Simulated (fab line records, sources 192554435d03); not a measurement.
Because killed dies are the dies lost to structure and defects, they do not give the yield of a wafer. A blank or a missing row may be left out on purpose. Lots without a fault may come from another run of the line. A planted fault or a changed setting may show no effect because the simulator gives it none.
Chamber matching | flow n5 finfet | N5_BEOL_M5_STRIP_36 on rie diel-03: 4 sister chambers
The step strips in N2/H2. 4 wafers are shown with their chamber, then 10 later ones without.

== EACH WAFER AND ITS CHAMBER ==
wafer  | chamber | showerhead plenum p Torr (Torr)
L079.2 | 3       | 2.51
L085.5 | 2       | 2.59
L091.1 | 1       | 2.54
L091.5 | 0       | 2.55

== WAFERS WITH NO CHAMBER GIVEN ==
wafer  | showerhead plenum p Torr (Torr)
L091.6 | 2.54
L092.1 | 2.54
L092.2 | 2.50
L092.3 | 2.55
L096.2 | 2.58
L096.4 | 2.55
L096.6 | 2.58
L097.3 | 2.53
L097.4 | 2.50
L097.5 | 2.58

== EACH ONE'S CHAMBER ==
wafer  | from the rows above          | in truth
L091.6 | can't be placed: 1 or 0      | 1
L092.1 | can't be placed: 1 or 0      | 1
L092.2 | 3                            | 3
L092.3 | can't be placed: 0 or 1      | 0
L096.2 | 2                            | 2
L096.4 | can't be placed: 0 or 1      | 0
L096.6 | 2                            | 2
L097.3 | can't be placed: 1 or 0 or 3 | 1
L097.4 | 3                            | 3
L097.5 | 2                            | 2
Correct placement for 5 of the 10. Cannot be placed on the basis of these rows: 5; the candidates contain the true chamber in 5. 0 placed wrongly.
How it was worked out, from the rows above alone: a wafer's distance from a chamber is the root of the sum, over the readings, of the square of ((its reading less the chamber's mean) divided by the reading's scatter). The wafer belongs to the nearest chamber; if the next one is less than 2 further off, it can't be placed. A chamber's mean is the mean of its shown wafers. The scatter: with one shown wafer a chamber, the root of the mean of the squares of how far each hidden wafer lies from its nearest shown one.
